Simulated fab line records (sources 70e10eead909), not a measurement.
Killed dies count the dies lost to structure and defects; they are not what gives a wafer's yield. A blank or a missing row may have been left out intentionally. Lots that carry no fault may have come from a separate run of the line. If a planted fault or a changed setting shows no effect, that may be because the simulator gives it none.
fab line records -- flow nand_harc
record lots=5, wafers=15, last_day=24
route steps=1159 shown A_ZERO_WELL@393 A_SOURCE_PLATE@414 END@1159
lots that met no fault: taken from a fault-free run of the same line
start_h: the number of hours between the record's first day and the start of the first shown wafer of the lot -- wait_h: hours elapsed since this lot's preceding step -- " the same as in the row above -- L1.1+2: one row covering several wafers at once -- - value missing, or start not given -- * or withheld: withheld -- < > ~ a bound
route shown NAME@n: names a module that has steps shown in the file, with the first one's number in the route -- usual: average and standard deviation across the fault-free wafers -- same: alike in all rows -- chamber/n: place in a boat -- sites: readings site by site -- _std_site: how widely they spread, as a standard deviation -- _edge_site: mean of outer sites minus mean of inner sites -- radius_mm: how far each site lies from the wafer's centre -- mask NAME#n: copy n -- behind: the tool/chamber that last shaped the wafer -- hold: why the lot went on hold/how many hours it stayed there/how the hold came to an end -- device: whichever transistor did not switch (one of n, p or np) -- end of line: at the end of the route, the tests of the same wafers -- a step without rows: its recipe alone -- killed: dies that structure and defects cost at the first sort, which is not the same as the wafer's yield -- map: dies across one wafer; x = killed, . = not, _ = none there
set.NAME: the setting as run; set.NAME@STEP: as run at that earlier step -- model.NAME: the simulator's own value behind a step, which no gauge read
lots at some steps of the route; a table a step, a row a wafer
services: the hour from which a tool's chamber was out of use, counted from the record's first day as start_h (under 0 if before that day), plus the number of hours and why
## steps
# step NHARC_A_ZERO_WELL_HMDS_03
# recipe time_s=30
# step NHARC_A_ZERO_WELL_COAT_18
# recipe temp_c=200, time_s=65
# step NHARC_A_ZERO_WELL_COAT_04
# recipe spin_rpm=2000, resist_thk_nm=600
# step NHARC_A_ZERO_WELL_SOFTBAKE_05
# recipe temp_c=125, time_s=70
# step NHARC_A_ZERO_WELL_EBR_06
# step NHARC_A_ZERO_WELL_EXPOSE_07
# recipe na=0.55, dose_mj=33.85, mask_id=A_ZERO
# step NHARC_A_ZERO_WELL_PEB_08
# recipe peb_temp_c=128, peb_time_s=80
# step NHARC_A_ZERO_WELL_DEVELOP_09
# recipe time_s=50, dev_temp_c=22
# step NHARC_A_ZERO_WELL_CD_MEAS_10
# recipe target_cd_nm=2000, landing_energy_ev=500
# usual cd_nm=2000.6/1.7
lot.wafer,tool,chamber,start_h,wait_h,cd_nm
L935.2,cd_sem-01,0,150.96,-,2000.4
L935.4,cd_sem-01,0,150.96,-,1998.8
L935.6,cd_sem-01,0,150.96,-,1998.9
L938.1,cd_sem-03,0,165.21,-,1999.6
L938.3,cd_sem-03,0,165.21,-,2000.9
L938.4,cd_sem-03,0,165.21,-,2000.2
L943.1,cd_sem-01,0,184.44,-,2002.3
L943.2,cd_sem-01,0,184.44,-,2002.2
L943.4,cd_sem-01,0,184.44,-,1999.3
L952.4,cd_sem-03,0,240.12,-,2000.2
L952.5,cd_sem-03,0,240.12,-,2002.4
L952.6,cd_sem-03,0,240.12,-,1997.2
L956.2,cd_sem-01,0,258.52,-,1998.6
L956.4,cd_sem-01,0,258.52,-,2002.3
L956.6,cd_sem-01,0,258.52,-,1999.3
# step NHARC_A_ZERO_WELL_HARDBAKE_11
# recipe temp_c=118, time_s=65
# step NHARC_A_ZERO_WELL_DESCUM_12
# recipe time_s=3, o2_flow_sccm=200, ar_flow_sccm=0, bias_power_w=0, chemistry=O2
# usual chamber_pressure_mTorr=60.00/0.051, drypump_motor_current_A=5.7/0.34, oes_product_au=0.999/0.01, rf_vpp_V=57.9/0.86, showerhead_plenum_p_Torr=1.94/0.1, throttle_valve_pct=11.311/0.01
# same time_s=3
lot.wafer,tool,chamber,start_h,wait_h,chamber_pressure_mTorr,drypump_motor_current_A,oes_product_au,rf_hours_counter_h,rf_vpp_V,showerhead_plenum_p_Torr,throttle_valve_pct
L935.4,rie_diel-10,0,151.11,-,59.94,5.6,1.005,9,57.5,1.83,11.297
L935.2,rie_diel-10,1,151.11,-,60.00,5.9,0.999,9,59.1,2.04,11.311
L935.6,rie_diel-10,0,151.11,-,60.00,5.6,1.008,-,58.5,1.83,11.327
L938.3,rie_diel-07,3,165.38,-,59.98,5.4,0.991,7,56.2,1.82,11.319
L938.4,rie_diel-07,0,165.38,-,60.02,5.8,1.006,6,57.0,1.94,11.301
L938.1,rie_diel-07,1,165.38,-,59.90,5.3,0.996,6,57.9,2.06,11.296
L943.2,rie_diel-11,0,184.59,-,60.03,5.5,1.009,16,59.0,1.81,11.305
L943.1,rie_diel-11,2,184.59,-,60.01,5.6,1.018,17,58.2,1.91,11.329
L943.4,rie_diel-11,3,184.59,-,60.06,5.7,1.008,18,57.8,1.82,11.328
L952.4,rie_diel-07,1,240.28,-,59.99,5.3,1.005,0,58.7,2.06,11.304
L952.5,rie_diel-07,0,240.28,-,59.98,5.8,1.002,-,58.9,1.94,11.298
L952.6,rie_diel-07,1,240.28,-,59.99,5.3,1.009,-,60.0,2.06,11.298
L956.2,rie_diel-07,1,258.68,-,59.97,5.3,1.012,2,57.3,2.06,11.300
L956.4,rie_diel-07,2,258.68,-,59.98,5.4,0.987,2,58.4,2.06,11.324
L956.6,rie_diel-07,0,258.68,-,59.94,5.8,1.006,-,57.7,1.94,11.318
# step NHARC_A_ZERO_WELL_ETCH_19
# recipe target_depth_a=800, overetch_a=240, time_s=87.88, ion_energy_ev=200, n2_flow_sccm=150, h2_flow_sccm=150, ar_flow_sccm=0, rf_w=400, bias_w=150, chemistry=N2/H2
# usual chamber_pressure_mTorr=29.998/0.027, drypump_motor_current_A=5.6/0.33, oes_product_au=0.998/0.011, rf_fwd_power_W=396.8/1.6, rf_vpp_V=431/3.2, showerhead_plenum_p_Torr=2.06/0.11, throttle_valve_pct=14.171/0.0085
# same time_s=87.88
lot.wafer,tool,chamber,start_h,wait_h,chamber_pressure_mTorr,drypump_motor_current_A,oes_product_au,rf_fwd_power_W,rf_hours_counter_h,rf_vpp_V,showerhead_plenum_p_Torr,throttle_valve_pct
L935.2,rie_diel-10,3,151.20,0.1,30.054,5.2,1.005,397.6,9,433,2.13,14.175
L935.4,rie_diel-10,0,151.20,0.1,29.972,5.7,0.984,397.5,9,428,1.95,14.190
L935.6,rie_diel-10,3,151.20,0.1,29.972,5.2,1.013,396.2,-,433,2.13,14.168
L938.1,rie_diel-07,2,165.46,0.1,30.007,5.4,1.015,398.3,7,436,2.21,14.175
L938.4,rie_diel-07,0,165.46,0.1,29.999,5.8,1.015,396.0,6,431,2.07,14.181
L938.3,rie_diel-07,1,165.46,0.1,29.990,5.3,1.005,396.8,6,435,2.20,14.182
L943.1,rie_diel-11,3,184.68,0.1,29.997,5.6,1.007,398.6,18,426,1.94,14.166
L943.4,rie_diel-11,0,184.68,0.1,30.024,5.5,1.006,397.0,16,428,1.92,14.167
L943.2,rie_diel-11,2,184.68,0.1,29.934,5.6,1.011,397.8,17,431,2.03,14.169
L952.4,rie_diel-07,0,240.38,0.1,29.962,5.8,1.005,397.0,0,431,2.07,14.172
L952.5,rie_diel-07,1,240.38,0.1,29.956,5.3,1.010,395.6,-,435,2.20,14.164
L952.6,rie_diel-07,2,240.38,0.1,29.955,5.4,1.006,397.0,-,435,2.21,14.163
L956.2,rie_diel-07,0,258.77,0.1,29.989,5.8,1.010,396.0,2,432,2.07,14.170
L956.4,rie_diel-07,1,258.77,0.1,29.995,5.3,1.000,396.2,2,436,2.20,14.175
L956.6,rie_diel-07,2,258.77,0.1,30.026,5.4,0.991,396.6,-,436,2.21,14.177
# step NHARC_A_ZERO_WELL_ETCH_13
# recipe target_depth_a=1200, time_s=40.1, hbr_flow_sccm=150, cl2_flow_sccm=50, rf_w=400, icp_w=400, bias_w=100, chemistry=HBr/Cl2
# usual chamber_pressure_mTorr=15.000/0.023, drypump_motor_current_A=5.8/0.49, oes_product_au=1.000/0.0093, rf_fwd_power_W=394.9/1.3, throttle_valve_pct=26.406/0.0091
# same time_s=40.1
lot.wafer,tool,chamber,start_h,wait_h,chamber_pressure_mTorr,drypump_motor_current_A,oes_product_au,rf_fwd_power_W,rf_hours_counter_h,throttle_valve_pct
L935.2,rie_si-06,3,151.32,-,14.985,5.7,1.008,393.7,0.9,26.406
L935.4,rie_si-06,1,151.32,-,14.971,5.9,1.008,393.8,0.9,26.410
L935.6,rie_si-06,3,151.32,-,15.019,5.7,1.008,393.9,-,26.406
L938.4,rie_si-03,0,165.59,-,14.996,4.7,0.996,395.5,0.0,26.416
L938.3,rie_si-03,1,165.59,-,14.997,5.8,1.001,394.8,0.0,26.395
L938.1,rie_si-03,2,165.59,-,15.019,5.4,0.995,394.8,0.0,26.414
L943.4,rie_si-03,2,184.80,-,14.981,5.4,1.002,393.5,0.2,26.408
L943.2,rie_si-03,3,184.80,-,14.989,5.7,0.997,396.0,0.2,26.394
L943.1,rie_si-03,0,184.80,-,14.989,4.7,1.006,393.8,0.1,26.416
L952.4,rie_si-06,1,240.50,-,15.012,5.9,1.013,396.7,0.3,26.404
L952.6,rie_si-06,3,240.50,-,14.998,5.7,0.993,393.8,-,26.394
L952.5,rie_si-06,0,240.50,-,15.001,6.3,1.004,394.9,-,26.395
L956.4,rie_si-03,1,258.89,-,15.001,5.8,1.012,396.2,0.6,26.410
L956.2,rie_si-03,3,258.89,-,15.002,5.7,1.001,396.0,0.8,26.409
L956.6,rie_si-03,0,258.89,-,15.003,4.7,1.001,393.5,-,26.419
# step NHARC_A_ZERO_WELL_STRIP_14
# recipe time_s=900, temp_c=130, chemistry=SPM
# step NHARC_A_ZERO_WELL_IMPLANT_15
# recipe energy_kev=150, dose_cm2=1e+13, tilt_deg=7
# step NHARC_A_ZERO_WELL_PRECLEAN_22
# recipe time_s=60, temp_c=50, bath_age_min=0, chemistry=SC1
# step NHARC_A_ZERO_WELL_SRD_23
# step NHARC_A_ZERO_WELL_RTA_16
# recipe temp_c=1000, time_s=10
# usual lamp_power_pct=31.3/2.2, lamp_zone_4_pct=31.3/2.2, wafer_temp_C_max=1004.3/0.91
# same time_s=10
lot.wafer,tool,chamber,start_h,wait_h,lamp_power_pct,lamp_zone_4_pct,wafer_temp_C_max
L935.2,rtp_anneal-01,0,152.28,-,29.7,29.8,1005.1
L935.4,rtp_anneal-01,0,152.28,-,29.8,29.8,1005.0
L935.6,rtp_anneal-01,0,152.28,-,29.8,29.8,1004.3
L938.1,rtp_anneal-02,0,166.50,-,34.4,34.4,1003.1
L938.3,rtp_anneal-02,0,166.50,-,34.5,34.4,1004.0
L938.4,rtp_anneal-02,0,166.50,-,34.4,34.4,1003.8
L943.1,rtp_anneal-01,0,185.70,-,29.8,29.8,1004.6
L943.2,rtp_anneal-01,0,185.70,-,29.8,29.8,1003.4
L943.4,rtp_anneal-01,0,185.70,-,29.8,29.7,1005.0
L952.4,rtp_anneal-01,0,241.47,-,29.7,29.8,1003.8
L952.5,rtp_anneal-01,0,241.47,-,29.8,29.8,1005.0
L952.6,rtp_anneal-01,0,241.47,-,29.8,29.8,1004.3
L956.2,rtp_anneal-01,0,259.81,-,29.7,29.7,1003.3
L956.4,rtp_anneal-01,0,259.81,-,29.7,29.7,1005.0
L956.6,rtp_anneal-01,0,259.81,-,29.7,29.7,1004.5
# step NHARC_A_ZERO_WELL_INSPECT_17
# usual raw_defect_count=12/5.2
lot.wafer,tool,chamber,start_h,wait_h,hold,raw_defect_count
L935.2,defect_inspect-01,-,152.45,0.1,-,12
L935.4,defect_inspect-01,-,152.45,0.1,-,17
L935.6,defect_inspect-01,-,152.45,0.1,-,13
L938.1,defect_inspect-01,-,166.70,0.2,-,2
L938.3,defect_inspect-01,-,166.70,0.2,-,6
L938.4,defect_inspect-01,-,166.70,0.2,-,13
L943.1,defect_inspect-01,-,185.90,0.2,-,17
L943.2,defect_inspect-01,-,185.90,0.2,-,17
L943.4,defect_inspect-01,-,185.90,0.2,-,14
L952.4,defect_inspect-01,-,241.58,0.1,await_dispo/0.2h/release,18
L952.5,defect_inspect-01,-,241.58,0.1,await_dispo/0.2h/release,275
L952.6,defect_inspect-01,-,241.58,0.1,await_dispo/0.2h/release,13
L952.4,defect_inspect-01,-,241.75,0.2,-,13
L952.5,defect_inspect-01,-,241.75,0.2,-,283
L952.6,defect_inspect-01,-,241.75,0.2,-,11
L956.2,defect_inspect-02,-,259.97,0.1,-,7
L956.4,defect_inspect-02,-,259.97,0.1,-,7
L956.6,defect_inspect-02,-,259.97,0.1,-,12
# step NHARC_A_SOURCE_PLATE_SRD_01
# step NHARC_A_SOURCE_PLATE_OXIDE_02
# recipe target_thk_a=100, temp_c=900, ox_time_s=1362, material=SiO2
# step NHARC_A_SOURCE_PLATE_THK_MEAS_09
# recipe thk_meas_gauge=ellipsometry
# usual thk_nm=9.7/0.98
lot.wafer,tool,chamber,start_h,wait_h,thk_nm
L935.2,film_metro-01,-,159.82,0.4,8.3
L935.4,film_metro-01,-,159.82,0.4,8.9
L935.6,film_metro-01,-,159.82,0.4,9.8
L938.1,film_metro-02,-,174.61,0.4,9.7
L938.3,film_metro-02,-,174.61,0.4,8.9
L938.4,film_metro-02,-,174.61,0.4,8.6
L943.1,film_metro-02,-,193.35,0.4,9.5
L943.2,film_metro-02,-,193.35,0.4,7.8
L943.4,film_metro-02,-,193.35,0.4,11.1
L952.4,film_metro-01,-,249.00,0.4,7.7
L952.5,film_metro-01,-,249.00,0.4,8.0
L952.6,film_metro-01,-,249.00,0.4,9.2
L956.2,film_metro-02,-,266.34,0.4,9.3
L956.4,film_metro-02,-,266.34,0.4,9.9
L956.6,film_metro-02,-,266.34,0.4,11.1
# step NHARC_A_SOURCE_PLATE_PVD_04
# recipe target_thk_a=500, material=WSi2
# step NHARC_A_SOURCE_PLATE_CVD_03
# recipe target_thk_a=2000, temp_c=620, pressure_mtorr=200, time_s=4000, material=poly-Si
# step NHARC_A_SOURCE_PLATE_ANNEAL_05
# recipe temp_c=850, time_s=1800
# step NHARC_A_SOURCE_PLATE_THK_MEAS_06
# recipe thk_meas_gauge=ellipsometry
# usual thk_nm=199.8/2
lot.wafer,tool,chamber,start_h,wait_h,thk_nm
L935.2,film_metro-01,-,172.89,0.4,198.3
L935.4,film_metro-01,-,172.89,0.4,198.6
L935.6,film_metro-01,-,172.89,0.4,199.2
L938.1,film_metro-02,-,188.35,0.4,200.6
L938.3,film_metro-02,-,188.35,0.4,201.0
L938.4,film_metro-02,-,188.35,0.4,199.1
L943.1,film_metro-01,-,208.62,0.4,199.0
L943.2,film_metro-01,-,208.62,0.4,199.0
L943.4,film_metro-01,-,208.62,0.4,197.3
L952.4,film_metro-02,-,265.13,0.4,201.3
L952.5,film_metro-02,-,265.13,0.4,203.0
L952.6,film_metro-02,-,265.13,0.4,201.6
L956.2,film_metro-02,-,279.42,0.4,200.6
L956.4,film_metro-02,-,279.42,0.4,201.0
L956.6,film_metro-02,-,279.42,0.4,202.8
# step NHARC_A_SOURCE_PLATE_INSPECT_08
# usual raw_defect_count=63/26
lot.wafer,tool,chamber,start_h,wait_h,hold,raw_defect_count
L935.2,defect_inspect-02,-,172.95,0.0,-,36
L935.4,defect_inspect-02,-,172.95,0.0,-,60
L935.6,defect_inspect-02,-,172.95,0.0,-,33
L938.1,defect_inspect-02,-,188.42,0.0,-,28
L938.3,defect_inspect-02,-,188.42,0.0,-,69
L938.4,defect_inspect-02,-,188.42,0.0,-,89
L943.1,defect_inspect-02,-,208.68,0.0,-,79
L943.2,defect_inspect-02,-,208.68,0.0,-,87
L943.4,defect_inspect-02,-,208.68,0.0,-,87
L952.4,defect_inspect-01,-,265.21,0.0,await_dispo/0.2h/release,51
L952.5,defect_inspect-01,-,265.21,0.0,await_dispo/0.2h/release,332
L952.6,defect_inspect-01,-,265.21,0.0,await_dispo/0.2h/release,104
L952.4,defect_inspect-01,-,265.39,0.2,-,50
L952.5,defect_inspect-01,-,265.39,0.2,-,325
L952.6,defect_inspect-01,-,265.39,0.2,-,101
L956.2,defect_inspect-01,-,279.49,0.0,-,43
L956.4,defect_inspect-01,-,279.49,0.0,-,35
L956.6,defect_inspect-01,-,279.49,0.0,-,59
# step NHARC_END_SORT_01
# recipe temp_c=25
# usual killed_at_array=24/8.8, killed_at_other=0.7/0.99, killed_at_periphery=3.5/2.6, killed_dies=28/9.3, killed_open=3.2/1.7, killed_short=1.7/1.4
# same gross_dies=677
lot.wafer,tool,chamber,start_h,wait_h,killed_at_array,killed_at_other,killed_at_periphery,killed_dies,killed_open,killed_short
L938.1,prober-02,0,464.83,2.5,24,0,6,30,4,0
L938.3,prober-02,0,466.42,3.1,27,0,8,35,6,2
L938.4,prober-02,0,467.21,3.4,16,0,7,23,2,1
L952.4,prober-01,0,556.81,3.4,31,3,2,36,2,1
L952.5,prober-01,0,557.62,3.7,69,0,2,71,4,0
L952.6,prober-01,0,558.42,4.0,36,0,3,39,6,1
# killed by level:class
L938.1 A_CHANNEL_HOLE_D1:chamber_film_flake=18 P_CONTACT:chamber_film_flake=4 A_CHANNEL_FILL_D1:geometric_particle:open=2 P_GATE:geometric_particle:open=1 A_BLC:geometric_particle:open=1 P_GATE:chamber_film_flake=1 A_SLIT:chamber_film_flake=1 A_WL_FILL:chamber_film_flake=1
L938.3 A_CHANNEL_HOLE_D1:chamber_film_flake=9 A_STAIRCASE:chamber_film_flake=6 P_CONTACT:chamber_film_flake=5 A_ZERO_WELL:chamber_film_flake=4 P_M1:geometric_particle:open=2 A_CHANNEL_FILL_D1:geometric_particle:open=2 A_SOURCE_PLATE:geometric_particle:short=1 A_ONON_D1:geometric_particle:open=1
L938.4 A_CHANNEL_HOLE_D1:chamber_film_flake=12 P_CONTACT:chamber_film_flake=4 A_CONTACT:chamber_film_flake=2 P_CONTACT:geometric_particle:open=1 P_M0:geometric_particle:open=1 A_CHANNEL_FILL_D1:geometric_particle:short=1 P_GATE:chamber_film_flake=1 A_STAIRCASE:chamber_film_flake=1
L952.4 A_CHANNEL_HOLE_D1:chamber_film_flake=16 A_CONTACT:chamber_film_flake=9 A_BONDPAD:chamber_film_flake=2 THIN_TSV:chamber_film_flake=2 P_M0:geometric_particle:open=1 P_M1:geometric_particle:short=1 A_CONTACT:geometric_particle:open=1 A_ZERO_WELL:chamber_film_flake=1
L952.5 A_ZERO_WELL:unspecified=49 A_BONDPAD:chamber_film_flake=6 A_CHANNEL_HOLE_D1:chamber_film_flake=5 A_CONTACT:chamber_film_flake=4 A_ZERO_WELL:chamber_film_flake=2 P_GATE:geometric_particle:open=1 P_M0:geometric_particle:open=1 A_WL_FILL:geometric_particle:open=1
L952.6 A_CHANNEL_HOLE_D1:chamber_film_flake=15 A_CONTACT:chamber_film_flake=5 A_BONDPAD:chamber_film_flake=5 A_M0:geometric_particle:open=2 A_SLIT:chamber_film_flake=2 A_WL_FILL:chamber_film_flake=2 P_M0:geometric_particle:open=1 A_ONON_D1:geometric_particle:short=1
# map L952.5 (x killed, . not)
____________.____________
_________..x...._________
_______.x....x...._______
______xx...........______
_____xx............._____
____xxxxx............____
____xxxxx............____
___xxxxxx.............___
___xxxxxxx............___
__xxxxxx...............__
__.xxxxxxx.............__
_xxxxxxxx.........x....._
_x.xx..................._
_.x.x.............x....._
_....x.....x............_
_......................._
..x...............x......
..................x.x..x.
.........................
...................x.....
.........................
_.....................x._
_......................._
_......................._
_......................._
_......................._
__...........x.........__
__.....................__
___...................___
___...................___
____.................____
____..x.......x......____
_____..............._____
______.............______
_______..........._______
_________...x..._________
____________.____________
# map L935.4 (x killed, . not)
____________.____________
_________.....x._________
_______..........._______
______x............______
_____..............._____
____.................____
____...............x.____
___....x........x.....___
___x............x.....___
__.....................__
__.....................__
_......................._
_......................._
_....x.................._
_......................._
_......................._
.........................
..x......................
..................x......
...............x.x.......
..x..............x.......
_.......x..............._
_..........x............_
_...........x..........._
_......................._
_......................._
__.....................__
__.....................__
___...................___
___...................___
____...x.......x..x..____
____...x....x.xx.....____
_____.....x....x...._____
______.....xx.xx.x.______
_______......xxx.._______
_________....x.._________
____________x____________
## services
tool,chamber,start_h,hours,kind
rie_diel-07,0,133.70,-,clean
rie_diel-07,1,133.70,-,clean
rie_diel-07,2,133.70,-,clean
rie_diel-07,3,133.70,-,clean
rie_diel-10,2,134.76,5.2,repair
rie_diel-11,0,138.16,2.9,repair
rie_si-03,-,155.00,9.0,pm
rie_diel-07,0,158.20,-,clean
rie_diel-07,1,158.20,-,clean
rie_diel-07,2,158.20,-,clean
rie_diel-07,3,158.20,-,clean
rie_si-06,3,172.61,9.6,repair
rie_diel-07,3,176.04,5.4,repair
rie_diel-10,-,176.50,9.0,pm
rie_diel-07,0,182.70,-,clean
rie_diel-07,1,182.70,-,clean
rie_diel-07,2,182.70,-,clean
rie_diel-07,3,182.70,-,clean
rie_si-06,-,183.00,9.0,pm
rie_diel-11,-,189.63,9.0,pm
rie_diel-10,2,191.69,14.2,repair
rie_diel-07,0,207.20,-,clean
rie_diel-07,-,228.20,9.0,pm
rie_si-03,3,237.10,7.7,repair
## key
first_sign step=NHARC_A_ZERO_WELL_INSPECT_17, reading=visit, direction=added
effect step=NHARC_A_ZERO_WELL_INSPECT_17, reading=raw_defect_count, direction=up, sigmas=50, usual=12, struck=275
effect step=NHARC_A_SOURCE_PLATE_INSPECT_08, reading=visit, direction=added
effect step=NHARC_A_SOURCE_PLATE_INSPECT_08, reading=raw_defect_count, direction=up, sigmas=10, usual=63, struck=332
effect step=NHARC_END_SORT_01, reading=killed_at_array, direction=up, sigmas=5.1, usual=24, struck=69
more_kills_born_at NHARC_A_ZERO_WELL_ETCH_13@rie_si-06=49
met_at NHARC_A_ZERO_WELL_ETCH_13
struck_wafers L952.5
tester_left_out L952
fault kind=chamber_particle_source, tool=rie_si-06, chamber=0, onset_h=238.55, steps=NHARC_A_ZERO_WELL_ETCH_13, rate_per_visit_cm2=0.4634, end_h=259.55
# tester_left_out: of these lots the tester's yield and bins aren't shown, on N5 and GAA mostly nor the transistor test; their killed dies are dies lost to structure and defects alone, not to doping, threshold or leakage, so they don't give the yield
